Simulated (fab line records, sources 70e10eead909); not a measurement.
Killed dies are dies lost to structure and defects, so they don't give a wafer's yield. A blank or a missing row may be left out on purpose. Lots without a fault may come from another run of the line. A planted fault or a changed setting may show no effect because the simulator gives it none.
A struck lot beside a sound one | flow nand_harc | 41 steps out of a route of 1302
Sound: wafers L997.1, L997.3, L997.4. Struck: wafer L111.1. (L111.3, L111.4 of the same lot were not struck and are left out.) The cause comes at the end.
At each step with rows: each side's tool, then ch and its chambers, then its first start. Under that, the readings that differ: sound wafers | struck wafers | difference of the means | sigmas: that difference in standard deviations of wafers without a fault.
alike: readings whose means differ by less than 2 such deviations, and words and numbers that are the same on both sides. not compared: withheld readings, readings that some wafer has no value for, bounds like >300 that may hide the same value, and numbers for which the record gives no deviation and whose values overlap.
The two part at a step that has a row with sigmas, a row that says differs or no value, or rows on one side only. Numbers that don't overlap but have no deviation are shown without sigmas and don't part them. A reading that every wafer of one side lacks parts them only if that side has two wafers or more.

first, 7 steps without rows for these wafers: NHARC_A_M1_COAT_34 (time 65 s); NHARC_A_M1_COAT_03 (resist thk 90 nm); NHARC_A_M1_SOFTBAKE_04 (time 55 s); NHARC_A_M1_EBR_05; NHARC_A_M1_EXPOSE_06 (exposes mask A M1, target cd 120 nm); NHARC_A_M1_PEB_07 (peb time 65 s); NHARC_A_M1_DEVELOP_08 (develop time 35 s).
NHARC_A_M1_CD_MEAS_09: target cd 120 nm.
  sound on cd_sem-03 ch 0, day 24 05:02; struck on cd_sem-01 ch 0, day 30 06:37
  alike: cd_nm
NHARC_A_M1_OVL_MEAS_10: pitch 240 nm.
  sound on overlay-02, day 24 05:08; struck on overlay-01, day 30 06:42
  alike: overlay_x_nm, overlay_y_nm
NHARC_A_M1_INSPECT_11:
  sound on defect_inspect-01, day 24 05:10; struck on defect_inspect-01, day 30 06:44
  reading          | sound    | struck | difference | sigmas
  raw_defect_count | 68 63 66 | 163    | +97        | +2
NHARC_A_M1_DESCUM_14: chemistry O2, time 3 s.
  sound on rie_diel-08 ch 1,3, day 24 05:16; struck on rie_diel-08 ch 1, day 30 06:48
  reading                        | sound             | struck | difference | sigmas
  chamber_pressure_mTorr (mTorr) | 59.93 59.97 60.11 | 60.11  | +0.11      | +2
  alike: drypump_motor_current_A, oes_product_au, rf_vpp_V, showerhead_plenum_p_Torr, throttle_valve_pct
  not compared: rf_hours_counter_h
NHARC_A_M1_ETCH_35: etches the open film in N2/H2, target depth 40 nm, overetch 12 nm, time 43.94 s.
  sound on rie_diel-08 ch 1,2,3, day 24 05:21; struck on rie_diel-08 ch 1, day 30 06:53
  alike: chamber_pressure_mTorr, drypump_motor_current_A, n2_flow_sccm, oes_product_au, rf_vpp_V, showerhead_plenum_p_Torr, throttle_valve_pct
  not compared: rf_hours_counter_h
NHARC_A_M1_ETCH_15: etches the open film in C4F8/Ar, target depth 182.5 nm, time 91.2 s.
  sound on rie_diel-08 ch 1,2,3, day 24 05:27; struck on rie_diel-08 ch 2, day 30 06:59
  alike: chamber_pressure_mTorr, oes_product_au, rf_vpp_V
  not compared: rf_hours_counter_h
NHARC_A_M1_CD_MEAS_16:
  sound on cd_sem-02, day 24 05:36; struck on cd_sem-03, day 30 07:06
  alike: cd_nm
NHARC_A_M1_STRIP_18: strips in N2/H2.
  sound on rie_diel-10 ch 1,2,3, day 24 05:40; struck on rie_diel-06 ch 2, day 30 07:11
  reading                | sound       | struck | difference | sigmas
  rf_hours_counter_h (h) | 6.1 6.0 6.1 | 0.9    | -5.2       |
  alike: chamber_pressure_mTorr, drypump_motor_current_A, n2_flow_sccm, oes_product_au, rf_vpp_V, showerhead_plenum_p_Torr, throttle_valve_pct
then, 7 steps without rows for these wafers: NHARC_A_M1_ETCH_28 (etches the open film in CF4/N2, target depth 30 nm, time 72.99 s); NHARC_A_M1_STRIP_19 (strips in post etch residue remover, time 600 s); NHARC_A_M1_DEGAS_29 (time 60 s); NHARC_A_M1_PRE_CLEAN_30 (time 30 s); NHARC_A_M1_PVD_20 (deposits TaN, target thk 5 nm, time 8.06 s); NHARC_A_M1_PVD_21 (deposits Cu, target thk 30 nm, time 20.49 s); NHARC_A_M1_ECD_22 (material Cu, target thk 400 nm).
NHARC_A_M1_ANNEAL_31: time 90 s.
  sound on rtp_anneal-02 ch 0, day 24 07:03; struck on rtp_anneal-02 ch 0, day 30 08:39
  alike: wafer_temp_C_max
then, 1 step without rows for these wafers: NHARC_A_M1_CMP_23 (polishes, t overpolish 20 s, target thk 154.34 nm).
NHARC_A_M1_THK_MEAS_24: measures by xrf.
  sound on film_metro-02, day 24 07:42; struck on film_metro-02, day 30 09:19
  alike: thk_nm
then, 1 step without rows for these wafers: NHARC_A_M1_SRD_25.
NHARC_A_M1_PRE_CLEAN_32: time 12 s.
  sound on pecvd-02 ch 1,2, day 24 07:56; struck on pecvd-01 ch 2, day 30 09:32
  alike: heater_power_w
then, 3 steps without rows for these wafers: NHARC_A_M1_DEP_33 (deposits SiCN, target thk 30 nm); NHARC_A_BONDPAD_DEP_00 (deposits SiCN, target thk 250 nm); NHARC_A_BONDPAD_CMP_29 (polishes SiCN, target thk 200 nm).
NHARC_A_BONDPAD_THK_MEAS_30: measures by ellipsometry.
  sound on film_metro-02, day 24 09:13; struck on film_metro-02, day 30 10:49
  alike: thk_nm
then, 9 steps without rows for these wafers: NHARC_A_BONDPAD_SRD_31; NHARC_A_BONDPAD_DEHYDRATE_01 (time 120 s); NHARC_A_BONDPAD_HMDS_02 (time 30 s); NHARC_A_BONDPAD_COAT_33 (time 65 s); NHARC_A_BONDPAD_COAT_03 (resist thk 600 nm); NHARC_A_BONDPAD_SOFTBAKE_04 (time 70 s); NHARC_A_BONDPAD_EBR_05; NHARC_A_BONDPAD_EXPOSE_06 (exposes mask A BPAD); NHARC_A_BONDPAD_PEB_07 (peb time 80 s).
NHARC_END_SORT_01:
  sound on prober-02 ch 0, day 25 20:16; struck on prober-01 ch 0, day 31 17:16
  reading                  | sound    | struck | difference | sigmas
  defect_limited_yield (%) | 93 94 91 | 75     | -18        | -6
  killed_at_array          | 41 38 54 | 166    | +122       | +6
  killed_at_other          | 3 1 4    | 0      | -3         | -2
  killed_dies              | 46 42 62 | 168    | +118       | +6
  alike: killed_at_periphery, killed_open, killed_short

WHERE THEY PART
First at NHARC_A_M1_INSPECT_11; last, within this record, at NHARC_END_SORT_01.

WHY: what the simulator had put in
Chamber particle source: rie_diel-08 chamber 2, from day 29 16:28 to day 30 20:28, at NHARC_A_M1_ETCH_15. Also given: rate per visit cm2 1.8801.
